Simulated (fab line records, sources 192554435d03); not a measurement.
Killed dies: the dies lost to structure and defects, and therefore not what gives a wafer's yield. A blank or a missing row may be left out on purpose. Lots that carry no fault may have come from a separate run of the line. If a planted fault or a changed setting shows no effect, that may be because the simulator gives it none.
Chamber matching -- flow n5_finfet -- 4 sister chambers for N5_MOL_CONTACT_COAG_CONTACT_ETCH_14 on rie_diel-05
The step etches SiO2 in C4F6/O2, target depth 27.5 nm, overetch 8.5 nm, time 20 s. 27 wafers are shown with their chamber, then 12 later ones without.

== WAFERS PAIRED WITH THEIR CHAMBERS ==
wafer,chamber,showerhead_plenum_p_Torr (Torr),throttle_valve_pct (%),oes_product_au (a.u.)
L075.3,1,2.96,21.13,0.66
L075.5,3,2.77,21.49,0.59
L075.6,0,2.98,21.53,0.66
L076.2,0,2.98,21.54,0.66
L076.5,2,2.98,21.56,0.63
L076.6,3,2.76,21.51,0.59
L077.2,1,2.96,21.14,0.66
L077.4,2,2.98,21.58,0.63
L077.6,3,2.76,21.49,0.59
L078.3,2,2.98,21.59,0.63
L078.4,0,2.98,21.55,0.66
L078.6,2,2.97,21.57,0.63
L079.2,0,2.98,21.57,0.66
L079.3,3,2.76,21.52,0.58
L079.4,2,2.97,21.58,0.62
L080.2,1,2.96,21.15,0.64
L080.4,3,2.76,21.52,0.58
L080.6,1,2.96,21.15,0.65
L081.1,2,2.97,21.57,0.63
L081.4,1,2.96,21.16,0.65
L081.6,3,2.76,21.51,0.58
L083.3,0,2.97,21.57,0.65
L083.4,2,2.97,21.59,0.62
L083.5,2,2.97,21.59,0.62
L084.2,3,2.76,21.52,0.57
L084.4,1,2.95,21.18,0.65
L084.6,3,2.76,21.53,0.57

SIGNATURES, as means of the wafers listed above
reading,chamber 0,chamber 1,chamber 2,chamber 3,scatter within a chamber
showerhead_plenum_p_Torr,2.9780,2.9583,2.9737,2.7612,0.00437
throttle_valve_pct,21.5520,21.1517,21.5787,21.5113,0.0149
oes_product_au,0.6580,0.6517,0.6262,0.5812,0.00672
Rule: for each reading, subtract the chamber's mean from the wafer's reading, divide by that reading's scatter and square the result; add these up over the readings and take the root, which gives the wafer's distance from the chamber. The wafer belongs to the nearest chamber; if the next one is less than 2 further off, it can't be placed. The scatter: take each reading less its chamber's mean, square it, sum over the shown wafers, divide by the number of wafers less the number of chambers, and take the root.

== WAFERS MISSING THEIR CHAMBER ==
wafer,showerhead_plenum_p_Torr (Torr),throttle_valve_pct (%),oes_product_au (a.u.)
L085.1,2.95,21.17,0.64
L085.2,2.75,21.53,0.57
L085.6,2.95,21.18,0.65
L088.1,2.97,21.61,0.62
L088.2,2.95,21.18,0.65
L088.3,2.75,21.54,0.59
L091.2,2.97,21.62,0.61
L091.3,2.95,21.20,0.63
L091.6,2.95,21.20,0.63
L092.2,2.94,21.19,0.63
L092.3,2.96,21.61,0.63
L092.4,2.96,21.60,0.63

== EACH ONE'S CHAMBER ==
wafer,from the rows above,in truth
L085.1,1,1
L085.2,3,3
L085.6,1,1
L088.1,2,2
L088.2,1,1
L088.3,3,3
L091.2,2,2
L091.3,1,1
L091.6,1,1
L092.2,1,1
L092.3,2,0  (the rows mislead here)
L092.4,2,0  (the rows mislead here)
Correctly placed: 10 of 12. Number that these rows cannot place: 0. Wrongly placed: 2.
